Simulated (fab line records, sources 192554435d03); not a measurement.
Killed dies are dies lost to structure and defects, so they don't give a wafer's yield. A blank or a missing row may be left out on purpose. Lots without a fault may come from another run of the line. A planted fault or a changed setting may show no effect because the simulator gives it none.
Split-lot experiment | flow n5_finfet | 7 lots, 39 wafers read, on a route of 1938 steps

THE SPLIT
At N5_FIN_SAQP_ETCH_65 (etches SiO2 in CF4, target depth 4 nm, time 4.4 s), the setting time_s was moved away from the recipe's 4.4 s on 15 of the 39 wafers read, by -19.9% to +19.2%. The other wafers ran this setting at the recipe's value.

The reading is taken at the split's own step.

THE READING
etch.depth_nm (the simulator's own value, which no gauge read), in nm, at N5_FIN_SAQP_ETCH_65 (etches SiO2 in CF4, target depth 4 nm, time 4.4 s). The file gives no usual value for it. The 24 wafers here that ran the recipe average 3.971 nm, standard deviation 0.052 nm.

wafer  | tool, chamber at the split | time_s as run, s | against the recipe | etch.depth_nm, nm | against lot-mates on the recipe
L076.1 | rie_si-03, 2               | 4.4              | recipe             | 4.073             | -
L076.2 | rie_si-03, 1               | 4.4              | recipe             | 4.05              | -
L076.3 | rie_si-03, 3               | 3.917            | -11.0%             | 3.592             | -0.439
L076.4 | rie_si-03, 0               | 4.4              | recipe             | 3.971             | -
L076.5 | rie_si-03, 0               | 3.917            | -11.0%             | 3.518             | -0.513
L076.6 | rie_si-03, 1               | 3.917            | -11.0%             | 3.621             | -0.410
L077.1 | rie_si-03, 1               | 4.4              | recipe             | 4.003             | -
L077.2 | rie_si-03, 3               | 4.4              | recipe             | 3.98              | -
L077.3 | rie_si-03, 0               | 4.4              | recipe             | 3.932             | -
L077.4 | rie_si-03, 2               | 4.4              | recipe             | 4.037             | -
L077.5 | rie_si-03, 3               | 4.4              | recipe             | 3.994             | -
L077.6 | rie_si-03, 0               | 4.4              | recipe             | 3.931             | -
L081.1 | rie_si-01, 1               | 4.04             | -8.2%              | 3.556             | -0.388
L081.2 | rie_si-01, 0               | 4.04             | -8.2%              | 3.55              | -0.394
L081.3 | rie_si-01, 2               | 4.4              | recipe             | 3.954             | -
L081.4 | rie_si-01, 3               | 4.04             | -8.2%              | 3.664             | -0.280
L081.5 | rie_si-01, 1               | 4.4              | recipe             | 3.897             | -
L081.6 | rie_si-01, 2               | 4.4              | recipe             | 3.981             | -
L083.1 | rie_si-01, 0               | 5.244            | +19.2%             | 4.615             | +0.660
L083.2 | rie_si-01, 3               | 4.4              | recipe             | 3.989             | -
L083.3 | rie_si-01, 1               | 5.244            | +19.2%             | 4.677             | +0.722
L083.4 | rie_si-01, 2               | 4.4              | recipe             | 3.992             | -
L083.5 | rie_si-01, 1               | 5.244            | +19.2%             | 4.62              | +0.665
L083.6 | rie_si-01, 0               | 4.4              | recipe             | 3.885             | -
L086.1 | rie_si-01, 2               | 4.4              | recipe             | 4.029             | -
L086.4 | rie_si-01, 1               | 4.4              | recipe             | 3.873             | -
L086.5 | rie_si-01, 2               | 4.4              | recipe             | 3.999             | -
L088.1 | rie_si-01, 1               | 4.4              | recipe             | 3.92              | -
L088.2 | rie_si-01, 0               | 4.4              | recipe             | 3.912             | -
L088.3 | rie_si-01, 2               | 4.4              | recipe             | 4.029             | -
L088.4 | rie_si-01, 3               | 4.732            | +7.5%              | 4.336             | +0.382
L088.5 | rie_si-01, 0               | 4.732            | +7.5%              | 4.255             | +0.301
L088.6 | rie_si-01, 3               | 4.732            | +7.5%              | 4.322             | +0.368
L093.1 | rie_si-01, 0               | 4.4              | recipe             | 3.93              | -
L093.2 | rie_si-01, 2               | 3.524            | -19.9%             | 3.206             | -0.749
L093.3 | rie_si-01, 1               | 3.524            | -19.9%             | 3.135             | -0.820
L093.4 | rie_si-01, 3               | 4.4              | recipe             | 3.961             | -
L093.5 | rie_si-01, 0               | 3.524            | -19.9%             | 3.149             | -0.806
L093.6 | rie_si-01, 3               | 4.4              | recipe             | 3.974             | -

THE FIT
A straight line over all 39 wafers: etch.depth_nm changes by +0.0384 nm for each +1% of time_s; r = +0.99; the points scatter about the line by 0.058 nm.
The same after taking each lot's own level away (the mean of its wafers on the recipe; 39 wafers): +0.039 nm for each +1%; r = +0.99; scatter 0.052 nm.
On that fit, the largest move of time_s shifts the reading by 0.78 nm.
The lots' own levels span 3.9440 to 4.0313 nm, that is 1.7 times the standard deviation above.
So the lot-to-lot level changes the slope little: the two slopes agree.
Check: with one of the wafers moved furthest among these (-19.9%) left out of the fit, the line predicts -0.788 nm for it against its lot-mates. It came out at -0.749 nm against them.

THE FILE'S OWN FIT
etch.depth_nm changes by +0.039 nm for each +1% of time_s, r = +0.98.
